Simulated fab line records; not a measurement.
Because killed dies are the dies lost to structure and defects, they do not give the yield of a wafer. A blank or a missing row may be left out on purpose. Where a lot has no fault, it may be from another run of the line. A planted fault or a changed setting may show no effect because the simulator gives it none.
Chamber matching || flow nand harc || rie diel-04 running NHARC_A_STAIRCASE_TRIM_196: 4 sister chambers
The step chemistry O2, time 211.2 s. 4 wafers are shown with their chamber, then 12 later ones without.

WAFERS, EACH WITH ITS CHAMBER
{"wafer": "L079.5", "chamber": 0, "showerhead plenum p Torr (Torr)": 3.59}
{"wafer": "L088.1", "chamber": 1, "showerhead plenum p Torr (Torr)": 3.52}
{"wafer": "L088.3", "chamber": 3, "showerhead plenum p Torr (Torr)": 3.32}
{"wafer": "L088.4", "chamber": 2, "showerhead plenum p Torr (Torr)": 3.58}

WAFERS WHOSE CHAMBER IS MISSING
{"wafer": "L092.2", "showerhead plenum p Torr (Torr)": 3.52}
{"wafer": "L092.4", "showerhead plenum p Torr (Torr)": 3.32}
{"wafer": "L092.5", "showerhead plenum p Torr (Torr)": 3.32}
{"wafer": "L094.1", "showerhead plenum p Torr (Torr)": 3.57}
{"wafer": "L094.3", "showerhead plenum p Torr (Torr)": 3.51}
{"wafer": "L094.5", "showerhead plenum p Torr (Torr)": 3.51}
{"wafer": "L096.1", "showerhead plenum p Torr (Torr)": 3.51}
{"wafer": "L096.5", "showerhead plenum p Torr (Torr)": 3.57}
{"wafer": "L096.6", "showerhead plenum p Torr (Torr)": 3.51}
{"wafer": "L097.2", "showerhead plenum p Torr (Torr)": 3.57}
{"wafer": "L097.4", "showerhead plenum p Torr (Torr)": 3.31}
{"wafer": "L097.5", "showerhead plenum p Torr (Torr)": 3.56}

CHAMBER TAKEN BY EACH
{"wafer": "L092.2", "from the rows above": 1, "in truth": 1}
{"wafer": "L092.4", "from the rows above": 3, "in truth": 3}
{"wafer": "L092.5", "from the rows above": 3, "in truth": 3}
{"wafer": "L094.1", "from the rows above": "can't be placed: 2 or 0", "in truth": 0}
{"wafer": "L094.3", "from the rows above": 1, "in truth": 1}
{"wafer": "L094.5", "from the rows above": 1, "in truth": 1}
{"wafer": "L096.1", "from the rows above": 1, "in truth": 1}
{"wafer": "L096.5", "from the rows above": "can't be placed: 2 or 0", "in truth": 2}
{"wafer": "L096.6", "from the rows above": 1, "in truth": 1}
{"wafer": "L097.2", "from the rows above": "can't be placed: 2 or 0", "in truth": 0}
{"wafer": "L097.4", "from the rows above": 3, "in truth": 3}
{"wafer": "L097.5", "from the rows above": "can't be placed: 2 or 0 or 1", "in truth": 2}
Correctly placed: 8 of 12. These rows do not allow placing 4 (true chamber among the candidates in 4). Number placed wrongly: 0.
How it was worked out, from the rows above alone: a wafer's distance from a chamber is the root of the sum, over the readings, of the square of ((its reading less the chamber's mean) divided by the reading's scatter). If the next closest chamber is less than 2 further off than the closest, the wafer can't be placed; otherwise it belongs to the closest. A chamber's mean is the mean of its shown wafers. The scatter: root of mean squared gap, hidden wafer to nearest shown wafer, with one shown wafer a chamber.
